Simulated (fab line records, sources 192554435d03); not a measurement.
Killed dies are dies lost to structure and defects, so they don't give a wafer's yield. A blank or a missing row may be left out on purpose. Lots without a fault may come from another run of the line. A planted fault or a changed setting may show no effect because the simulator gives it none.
Which tool did it? | flow n5_finfet | 8 lots, 22 wafers sampled, at 7 steps of a route of 1938

WHAT THE GAUGES READ, wafer by wafer
N5_GATE_CUT_THK_MEAS_24. Usual: GC_FILL_THK 218.9 nm, standard deviation 1.8.
lot  | measured     | on            | GC_FILL_THK (nm)  | flag
L922 | day 4 22:20  | film_metro-02 | 219.9 217.7 220.3 |
L927 | day 6 04:01  | film_metro-01 | 215.7 217.5 219.3 |
L930 | day 6 21:11  | film_metro-01 | 217.6 219.4 218.7 |
L936 | day 8 11:09  | film_metro-02 | 218.8 224.3       |
L937 | day 8 15:08  | film_metro-01 | 222.5 224.7       |
L941 | day 9 15:48  | film_metro-01 | 219.3 216.9 216.7 |
L942 | day 10 00:59 | film_metro-01 | 217.8 220.8 223.0 |
L943 | day 10 03:18 | film_metro-01 | 217.6 217.4 219.1 |

N5_BEOL_M4_RC_MEAS_101. Usual: DIBL_N 36.2 mV/V, standard deviation 1.4; DIBL_P 36.1 mV/V, standard deviation 1.5; IOFF_N 0.153 nA/um, standard deviation 0.02; IOFF_P 0.215 nA/um, standard deviation 0.03; ION_N 672 uA/um, standard deviation 8.6; ION_P 463 uA/um, standard deviation 6.8; SS_N 71.5 mV/dec, standard deviation 0.47; SS_P 73.3 mV/dec, standard deviation 0.57; VT_N 250.6 mV, standard deviation 2.4; VT_P -249 mV, standard deviation 3.2.
lot  | measured     | on        | DIBL_N (mV/V)  | DIBL_P (mV/V)  | IOFF_N (nA/um)    | IOFF_P (nA/um)    | ION_N (uA/um) | ION_P (uA/um) | SS_N (mV/dec)  | SS_P (mV/dec)  | VT_N (mV)         | VT_P (mV)      | flag
L922 | day 8 01:47  | prober-02 | 34.2 36.8 33.5 | 34.5 37.8 33.2 | 0.138 0.194 0.126 | 0.227 0.293 0.204 | 667 698 671   | 469 488 473   | 71.9 72.0 71.0 | 73.4 74.1 73.4 | 252.3 244.4 253.8 | -246 -244 -246 |
L927 | day 10 05:20 | prober-01 | 36.0 35.7 35.8 | 36.4 36.1 37.0 | 0.159 0.144 0.159 | 0.242 0.236 0.255 | 676 666 674   | 472 471 476   | 72.3 71.4 71.3 | 73.8 72.5 73.1 | 249.5 252.1 251.9 | -244 -245 -244 |
L930 | day 9 22:13  | prober-01 | 35.6 34.5 36.8 | 37.4 36.0 39.1 | 0.153 0.135 0.185 | 0.196 0.181 0.229 | 662 667 685   | 455 455 465   | 70.7 71.2 72.3 | 72.7 72.0 73.3 | 250.1 251.2 245.4 | -252 -253 -249 |
L936 | day 12 05:10 | prober-02 | 36.9 35.6      | 37.2 35.5      | 0.156 0.138       | 0.218 0.201       | 677 667       | 468 460       | 71.6 71.6      | 73.5 73.2      | 250.8 251.2       | -250 -252      |
L937 | day 12 06:14 | prober-02 | 35.7 32.6      | 34.8 31.0      | 0.139 0.103       | 0.177 0.131       | 666 656       | 453 450       | 71.0 70.6      | 72.7 72.2      | 251.7 255.1       | -253 -259      |
L941 | day 12 23:07 | prober-02 | 33.4 34.2 37.0 | 33.3 34.3 37.3 | 0.105 0.113 0.147 | 0.157 0.175 0.210 | 659 652 681   | 456 451 467   | 71.1 71.2 71.7 | 72.7 72.6 73.5 | 254.6 254.2 253.8 | -255 -251 -250 |
L942 | day 13 09:07 | prober-02 | 36.7 36.4 37.6 | 37.1 36.2 37.5 | 0.156 0.150 0.176 | 0.239 0.224 0.252 | 683 676 693   | 472 470 475   | 70.9 71.2 71.9 | 73.3 72.1 73.3 | 252.4 250.8 249.7 | -248 -249 -246 |
L943 | day 13 08:04 | prober-02 | 35.3 34.6 34.8 | 34.7 34.2 34.0 | 0.139 0.141 0.134 | 0.193 0.188 0.191 | 673 679 679   | 460 464 464   | 71.3 70.8 71.5 | 73.2 74.3 73.3 | 253.2 253.1 251.2 | -250 -254 -251 |

WHICH TOOL RAN EACH LOT (tool, then ch and the chambers of the sampled wafers, then the start)
lot  | N5_GATE_CUT_STRIP_59              | N5_GATE_CUT_HM_DEP_46          | N5_GATE_CUT_HM_OPEN_40             | N5_GATE_CUT_CUT_ETCH_55          | N5_GATE_CUT_STRIP_21
L922 | rie_diel-06 ch 0,2,3, day 4 16:19 | pecvd-04 ch 0,2, day 4 19:08   | rie_diel-05 ch 0,2,3, day 4 19:53  | rie_metal-02 ch 0,1, day 4 20:14 | plasma_asher-02 ch 1, day 4 20:24
L927 | rie_diel-01 ch 0,1, day 5 21:41   | pecvd-02 ch 0,1,2, day 6 00:29 | rie_diel-01 ch 0,1, day 6 01:30    | rie_metal-02 ch 0,1, day 6 01:51 | plasma_asher-02 ch 0,1, day 6 02:04
L930 | rie_diel-01 ch 1,2,3, day 6 15:06 | pecvd-02 ch 0,1,2, day 6 17:55 | rie_diel-06 ch 1,2, day 6 18:32    | rie_metal-03 ch 0,1, day 6 18:54 | plasma_asher-01 ch 0,1, day 6 19:05
L936 | rie_diel-05 ch 0,2, day 8 05:03   | pecvd-02 ch 1,2, day 8 07:53   | rie_diel-06 ch 0,1, day 8 08:41    | rie_metal-01 ch 1, day 8 09:03   | plasma_asher-01 ch 0, day 8 09:14
L937 | rie_diel-06 ch 0,3, day 8 09:07   | pecvd-02 ch 0,1, day 8 11:55   | rie_diel-05 ch 2,3, day 8 12:33    | rie_metal-03 ch 0,1, day 8 12:53 | plasma_asher-01 ch 0,1, day 8 13:05
L941 | rie_diel-06 ch 1,2, day 9 09:54   | pecvd-04 ch 0,1,2, day 9 12:44 | rie_diel-05 ch 0,1, day 9 13:20    | rie_metal-02 ch 0,1, day 9 13:42 | plasma_asher-01 ch 0,1, day 9 13:53
L942 | rie_diel-06 ch 1,2,3, day 9 18:41 | pecvd-04 ch 0,1, day 9 21:31   | rie_diel-01 ch 1,2,3, day 9 22:16  | rie_metal-03 ch 1, day 9 22:44   | plasma_asher-01 ch 0,1, day 9 23:03
L943 | rie_diel-01 ch 1,2,3, day 9 20:19 | pecvd-04 ch 0,2, day 9 23:49   | rie_diel-05 ch 0,1,3, day 10 00:34 | rie_metal-03 ch 1, day 10 01:02  | plasma_asher-01 ch 0,1, day 10 01:22
- N5_GATE_CUT_STRIP_59: strips in N2/H2, time 20 s.
- N5_GATE_CUT_HM_DEP_46: deposits SiO2 from TEOS/O2, target thk 130 nm, time 26.6 s.
- N5_GATE_CUT_HM_OPEN_40: chemistry C4F6/O2, target SiO2, target depth 139 nm, time 85.1 s.
- N5_GATE_CUT_CUT_ETCH_55: etches HfO2 in BCl3, target depth 3.2 nm.
- N5_GATE_CUT_STRIP_21: strips in N2/H2, time 30 s.

WHAT THE TOOLS THEMSELVES READ (means of the sampled wafers that have a number; where no wafer has one, the mark that the record gives instead)
N5_GATE_CUT_STRIP_59. Usual: drypump_motor_current_A 5.9 A, standard deviation 0.35; oes_product_au 0.78 a.u., standard deviation 0.08; rf_vpp_V 45.4 V, standard deviation 0.83; showerhead_plenum_p_Torr 3.36 Torr, standard deviation 0.11; throttle_valve_pct 12.29 %, standard deviation 0.28.
lot  | tool        | drypump_motor_current_A (A) | oes_product_au (a.u.) | rf_vpp_V (V) | showerhead_plenum_p_Torr (Torr) | throttle_valve_pct (%) | flag
L922 | rie_diel-06 | 5.9                         | 0.73                  | 44.4         | 3.32                            | 12.34                  |
L927 | rie_diel-01 | 5.4                         | 0.77                  | 45.8         | 3.43                            | 12.20                  |
L930 | rie_diel-01 | 5.7                         | 0.75                  | 46.0         | 3.36                            | 12.35                  |
L936 | rie_diel-05 | 6.1                         | 0.76                  | 45.1         | 3.25                            | 12.30                  |
L937 | rie_diel-06 | 5.9                         | 0.86                  | 44.9         | 3.29                            | 11.97                  |
L941 | rie_diel-06 | 6.2                         | 0.82                  | 45.8         | 3.50                            | 12.28                  |
L942 | rie_diel-06 | 6.1                         | 0.83                  | 45.1         | 3.41                            | 12.27                  |
L943 | rie_diel-01 | 5.7                         | 0.74                  | 44.8         | 3.35                            | 12.42                  |

N5_GATE_CUT_HM_DEP_46. Usual: heater_power_w 550 W, standard deviation 130; showerhead_plenum_p_Torr 8.33 Torr, standard deviation 0.034; throttle_valve_pct 18.5 %, standard deviation 0.51.
lot  | tool     | heater_power_w (W) | showerhead_plenum_p_Torr (Torr) | throttle_valve_pct (%) | flag
L922 | pecvd-04 | 490                | 8.34                            | 18.9                   |
L927 | pecvd-02 | 576                | 8.34                            | 18.2                   |
L930 | pecvd-02 | 598                | 8.33                            | 18.2                   |
L936 | pecvd-02 | 612                | 8.31                            | 17.9                   |
L937 | pecvd-02 | 530                | 8.31                            | 18.4                   |
L941 | pecvd-04 | 596                | 8.34                            | 18.7                   |
L942 | pecvd-04 | 583                | 8.30                            | 19.0                   |
L943 | pecvd-04 | 532                | 8.35                            | 18.9                   |

N5_GATE_CUT_HM_OPEN_40. Usual: drypump_motor_current_A 5.8 A, standard deviation 0.37; etch_rf_on_time_s 93.5 s, standard deviation 1.5; oes_product_au 0.71 a.u., standard deviation 0.078; rf_vpp_V 664 V, standard deviation 8.2; showerhead_plenum_p_Torr 2.83 Torr, standard deviation 0.1; throttle_valve_pct 20.99 %, standard deviation 0.25.
lot  | tool        | drypump_motor_current_A (A) | etch_rf_on_time_s (s) | oes_product_au (a.u.) | rf_vpp_V (V) | showerhead_plenum_p_Torr (Torr) | throttle_valve_pct (%) | flag
L922 | rie_diel-05 | 5.8                         | 92.3                  | 0.70                  | 664          | 2.74                            | 21.03                  |
L927 | rie_diel-01 | 5.4                         | 92.8                  | 0.68                  | 662          | 2.90                            | 20.95                  |
L930 | rie_diel-06 | 6.0                         | 93.1                  | 0.70                  | 669          | 2.88                            | 21.07                  |
L936 | rie_diel-06 | 6.1                         | 95.2                  | 0.77                  | 656          | 2.88                            | 20.68                  |
L937 | rie_diel-05 | 5.8                         | 97.6                  | 0.62                  | 655          | 2.71                            | 21.26                  |
L941 | rie_diel-05 | 5.9                         | 93.5                  | 0.73                  | 674          | 2.84                            | 20.87                  |
L942 | rie_diel-01 | 5.7                         | 95.2                  | 0.66                  | 665          | 2.83                            | 21.12                  |
L943 | rie_diel-05 | 5.7                         | 93.4                  | 0.69                  | 667          | 2.82                            | 21.04                  |

N5_GATE_CUT_CUT_ETCH_55. Usual: drypump_motor_current_A 5.5 A, standard deviation 0.66; oes_product_au 0.77 a.u., standard deviation 0.082; throttle_valve_pct 33.00 %, standard deviation 0.22.
lot  | tool         | drypump_motor_current_A (A) | oes_product_au (a.u.) | throttle_valve_pct (%) | flag
L922 | rie_metal-02 | 6.0                         | 0.81                  | 32.91                  |
L927 | rie_metal-02 | 6.0                         | 0.80                  | 32.91                  |
L930 | rie_metal-03 | 4.8                         | 0.80                  | 33.31                  |
L936 | rie_metal-01 | 5.4                         | 0.72                  | 33.24                  |
L937 | rie_metal-03 | 4.8                         | 0.79                  | 33.22                  |
L941 | rie_metal-02 | 6.0                         | 0.76                  | 32.93                  |
L942 | rie_metal-03 | 4.7                         | 0.80                  | 33.03                  |
L943 | rie_metal-03 | 4.7                         | 0.79                  | 33.02                  |

N5_GATE_CUT_STRIP_21. Usual: drypump_motor_current_A 6.2 A, standard deviation 0.31; heater_power_w 322 W, standard deviation 20.
lot  | tool            | drypump_motor_current_A (A) | heater_power_w (W) | flag
L922 | plasma_asher-02 | 6.1                         | 344                |
L927 | plasma_asher-02 | 6.0                         | 334                |
L930 | plasma_asher-01 | 6.6                         | 304                |
L936 | plasma_asher-01 | 6.1                         | 300                |
L937 | plasma_asher-01 | 6.4                         | 304                |
L941 | plasma_asher-01 | 6.3                         | 299                |
L942 | plasma_asher-01 | 6.3                         | 306                |
L943 | plasma_asher-01 | 6.6                         | 302                |

THE ANSWER, worked out from the rows above alone
Rule: a lot is off if the mean of its wafers that have a number lies more than 3 standard deviations from the usual mean. A lot without any number at a reading at which 4 lots or more have one is off too. The other lots that the step has rows for count as sound. The gauges are gone through in route order, then the tools' own readings, and for those a lot's mean is taken as printed above. The first step at which some lot is off is used, and at that step the reading that is off furthest; a lot without a number counts as furthest.
No lot is off at any reading shown: from this, nothing can be told.

WHAT THE SIMULATOR HAD PUT IN
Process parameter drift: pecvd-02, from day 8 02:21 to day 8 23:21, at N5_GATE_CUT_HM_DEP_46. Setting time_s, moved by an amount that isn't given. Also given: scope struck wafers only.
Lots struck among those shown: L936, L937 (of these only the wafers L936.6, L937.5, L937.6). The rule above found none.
